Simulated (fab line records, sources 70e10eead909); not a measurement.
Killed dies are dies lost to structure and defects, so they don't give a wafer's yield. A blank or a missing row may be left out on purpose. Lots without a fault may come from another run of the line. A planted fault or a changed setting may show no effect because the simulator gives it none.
A struck lot beside a sound one | flow nand_harc | 24 steps out of a route of 1159
Sound: wafers L838.1, L838.3, L838.6. Struck: wafers L835.1, L835.3, L835.6. The cause comes at the end.
At each step with rows: each side's tool, then ch and its chambers, then its first start. Under that, the readings that differ: sound wafers | struck wafers | difference of the means | sigmas: that difference in standard deviations of wafers without a fault.
alike: readings whose means differ by less than 2 such deviations, and words and numbers that are the same on both sides. not compared: withheld readings, readings that some wafer has no value for, bounds like >300 that may hide the same value, and numbers for which the record gives no deviation and whose values overlap.
The two part at a step that has a row with sigmas, a row that says differs or no value, or rows on one side only. Numbers that don't overlap but have no deviation are shown without sigmas and don't part them. A reading that every wafer of one side lacks parts them only if that side has two wafers or more.

NHARC_A_CONTACT_CVD_19: deposits W, target thk 300 nm, time 802 s.
  sound on cvd_w-02 ch 0,1; struck on cvd_w-01 ch 0,1
  reading            | sound       | struck      | difference | sigmas
  heater_power_w (W) | 506 541 537 | 385 407 386 | -135       | -2
  alike: throttle_valve_pct
NHARC_A_CONTACT_CMP_20: polishes, t overpolish 30 s, target thk 300 nm.
  sound on cmp-01 ch 0,2,3, day 21 03:22; struck on cmp-01 ch 0,1,2, day 21 12:46
  alike: motor_current_A, overpolish_run_s, time_to_endpoint_s
then, 1 step without rows for these wafers: NHARC_A_CONTACT_SRD_22.
NHARC_A_CONTACT_INSPECT_23:
  sound on defect_inspect-01, day 21 03:46; struck on defect_inspect-02, day 21 13:08
  alike: raw_defect_count
then, 7 steps without rows for these wafers: NHARC_A_BLC_DEHYDRATE_00 (time 120 s); NHARC_A_BLC_HMDS_01 (time 30 s); NHARC_A_BLC_COAT_02 (time 75 s); NHARC_A_BLC_COAT_03 (time 65 s); NHARC_A_BLC_COAT_04 (resist thk 90 nm); NHARC_A_BLC_SOFTBAKE_05 (time 55 s); NHARC_A_BLC_EBR_06.
NHARC_A_BLC_EXPOSE_07: exposes mask A BLC, target cd 100 nm.
  sound on arfi_scanner-02 ch 0, day 21 04:08; struck on arfi_scanner-01 ch 0, day 21 13:30
  reading              | sound             | struck            | difference | sigmas
  exposure_dose_mJ_cm2 | 67.88 67.88 67.84 | 61.48 61.64 61.58 | -6.30      | -83
  alike: mask, focus_offset_nm
then, 2 steps without rows for these wafers: NHARC_A_BLC_PEB_08 (peb time 65 s); NHARC_A_BLC_DEVELOP_09 (develop time 35 s).
NHARC_A_BLC_CD_MEAS_10: target cd 100 nm.
  sound on cd_sem-01 ch 0, day 21 04:16; struck on cd_sem-01 ch 0, day 21 13:38
  reading    | sound           | struck         | difference | sigmas
  cd_nm (nm) | 99.8 100.1 99.1 | 93.4 93.7 92.8 | -6.4       | -9
NHARC_A_BLC_OVL_MEAS_11:
  sound on overlay-02, day 21 04:22; struck on overlay-01, day 21 13:44
  alike: overlay_x_nm, overlay_y_nm
NHARC_A_BLC_INSPECT_12:
  sound on defect_inspect-02, day 21 04:23; struck on defect_inspect-01, day 21 13:46
  alike: raw_defect_count
NHARC_A_BLC_DESCUM_15: chemistry O2, time 3 s.
  sound on rie_diel-09 ch 2,3, day 21 04:28; struck on rie_diel-11 ch 0,1,3, day 21 13:50
  reading                | sound             | struck            | difference | sigmas
  model.A_BLC.cd_nm (nm) | 99.55 100.6 99.92 | 93.26 93.42 92.77 | -6.87      |
  alike: drypump_motor_current_A, o2_flow_sccm, oes_product_au, rf_vpp_V, showerhead_plenum_p_Torr, throttle_valve_pct
  not compared: rf_hours_counter_h
NHARC_A_BLC_ETCH_16: etches the open film in CF4, target depth 39 nm, time 65 s.
  sound on rie_diel-09 ch 2,3, day 21 04:32; struck on rie_diel-11 ch 0,1,3, day 21 13:56
  alike: drypump_motor_current_A, oes_product_au, rf_vpp_V, showerhead_plenum_p_Torr, throttle_valve_pct
  not compared: rf_hours_counter_h
NHARC_A_BLC_ETCH_17: etches the open film in N2/H2, target depth 390 nm, time 609.38 s.
  sound on rie_diel-09 ch 0,2,3; struck on rie_diel-11 ch 1,3
  alike: drypump_motor_current_A, oes_product_au, rf_vpp_V, showerhead_plenum_p_Torr, throttle_valve_pct
  not compared: rf_hours_counter_h
NHARC_A_BLC_ETCH_18: etches the open film in C4F8/O2/Ar, target depth 910 nm.
  sound on rie_diel-09 ch 0,2; struck on rie_diel-11 ch 0,1,3
  reading                | sound             | struck           | difference | sigmas
  model.A_BLC.cd_nm (nm) | 102.3 99.45 99.58 | 94.27 97.68 93.2 | -5.39      |
  alike: oes_product_au, rf_vpp_V
  not compared: rf_hours_counter_h
NHARC_A_BLC_CD_MEAS_19:
  sound on cd_sem-01, day 21 05:25; struck on cd_sem-03, day 21 14:59
  reading    | sound           | struck         | difference | sigmas
  cd_nm (nm) | 102.4 99.2 99.8 | 94.2 97.5 93.1 | -5.5       | -2
NHARC_A_BLC_STRIP_29: strips in CF4.
  sound on rie_diel-11 ch 1,3, day 21 05:30; struck on rie_diel-11 ch 0,3, day 21 15:04
  alike: drypump_motor_current_A, oes_product_au, rf_vpp_V, showerhead_plenum_p_Torr, throttle_valve_pct
  not compared: rf_hours_counter_h
then, 1 step without rows for these wafers: NHARC_END_SORT_01.

WHERE THEY PART
First at NHARC_A_CONTACT_CVD_19; last, within this record, at NHARC_A_BLC_CD_MEAS_19. Later steps at which nothing parts them and some readings are alike: NHARC_A_BLC_STRIP_29.

WHY: what the simulator had put in
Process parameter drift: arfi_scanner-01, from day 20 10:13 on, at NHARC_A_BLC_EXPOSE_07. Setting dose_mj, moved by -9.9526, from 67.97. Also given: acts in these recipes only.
